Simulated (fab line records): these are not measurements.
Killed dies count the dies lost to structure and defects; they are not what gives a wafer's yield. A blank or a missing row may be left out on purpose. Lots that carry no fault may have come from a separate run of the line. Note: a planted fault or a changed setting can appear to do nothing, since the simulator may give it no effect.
A struck lot beside a sound one -- flow n5 finfet -- 16 steps out of a route of 1938
Sound: the wafers L288.1, L288.2, L288.3. The struck wafers were L295.1, L295.3, L295.6. The cause comes at the end.
At each step with rows: each side's tool, then ch and its chambers, then its first start. Under that, the readings that differ: sound wafers -- struck wafers -- difference of the means -- sigmas: that difference in standard deviations of wafers without a fault.
alike: readings whose means differ by less than 2 such deviations, and words and numbers that are the same on both sides. not compared: withheld readings, readings that some wafer has no value for, bounds like >300 that may hide the same value, and numbers for which the record gives no deviation and whose values overlap.
Wherever a step has rows on one side only, a row that says differs or no value, or a row with sigmas, the two part there. When numbers do not overlap yet have no deviation, they are printed without sigmas and do not part them. A reading missing from all wafers of one side parts the sides only when that side holds two or more wafers.

first, 3 steps without rows for these wafers: N5_BEOL_M4_SPUTTER_81 (material Cu, target thk 4.5 nm, time 8.29 s); N5_BEOL_M4_ANNEAL_82 (time 240 s); N5_BEOL_M4_SPUTTER_86 (material Cu, target thk 4.5 nm, time 8.29 s).
N5_BEOL_M4_ANNEAL_87: time 240 s.
  sound: pvd sputter-02 at day 8 21:40; struck: pvd sputter-02 at day 10 10:29
  alike: heater power w
then, 1 step without rows for these wafers: N5_BEOL_M4_SPUTTER_88 (material Cu, target thk 4.5 nm, time 8.29 s).
N5_BEOL_M4_ANNEAL_89: time 240 s.
  sound: pvd sputter-02 at day 8 21:53; struck: pvd sputter-02 at day 10 10:43
  alike: heater power w
N5_BEOL_M4_SPUTTER_90: material Cu, target thk 4.5 nm, time 8.29 s.
  sound: pvd sputter-02 at day 8 22:01; struck: pvd sputter-02 at day 10 10:51
  alike: chamber pressure pa, chuck gas flow sccm, throttle valve pct
N5_BEOL_M4_ANNEAL_91: time 240 s.
  sound: pvd sputter-02 at day 8 22:06; struck: pvd sputter-02 at day 10 10:56
  alike: heater power w
N5_BEOL_M4_SPUTTER_92: material Cu, target thk 4.5 nm, time 8.29 s.
  sound: pvd sputter-02 at day 8 22:14; struck: pvd sputter-02 at day 10 11:04
  alike: chamber pressure pa, chuck gas flow sccm, throttle valve pct
then, 3 steps without rows for these wafers: N5_BEOL_M4_ANNEAL_93 (time 240 s); N5_BEOL_M4_SPUTTER_94 (material Cu, target thk 4.5 nm, time 8.29 s); N5_BEOL_M4_ANNEAL_95 (time 240 s).
N5_BEOL_M4_SPUTTER_96: material Cu, target thk 4.5 nm, time 8.29 s.
  sound: pvd sputter-02 at day 8 22:41; struck: pvd sputter-02 at day 10 11:31
  no value came back on the struck wafers for chamber pressure pa (Pa), chuck gas flow sccm (sccm), throttle valve pct (%); on the sound wafers chamber pressure pa (Pa) reads 0.07017 0.07014 0.07013
then, 1 step without rows for these wafers: N5_BEOL_M4_ECD_50 (material Cu, target thk 300 nm).
N5_BEOL_M4_RC_MEAS_101:
  sound on prober-02 ch 0, day 8 23:53; struck on prober-01 ch 0, day 10 12:46
reading,sound,struck,difference,sigmas
IOFF_P (nA/um),0.27 0.24 0.27,0.21 0.18 0.15,-0.08,-2
VT_P (mV),-244 -246 -244,-251 -252 -255,-8,-2
  alike: DIBL_N, DIBL_P, IOFF_N, ION_N, ION_P, SS_N, SS_P, VT_N
-- here the record skips 5 days between the struck wafers' starts before and after, leaving off in module BEOL_M4 and picking up in module PASSIVATION (first step shown: number 1936 of the route) --
N5_PASSIVATION_PROBE_49:
  the record has rows for the struck wafers here (prober-02, day 15 05:36) and none for the sound ones

== WHERE THEY PART ==
Earliest at N5_BEOL_M4_SPUTTER_96; latest, in this record, at N5_PASSIVATION_PROBE_49.

WHY: what had been put in by the simulator
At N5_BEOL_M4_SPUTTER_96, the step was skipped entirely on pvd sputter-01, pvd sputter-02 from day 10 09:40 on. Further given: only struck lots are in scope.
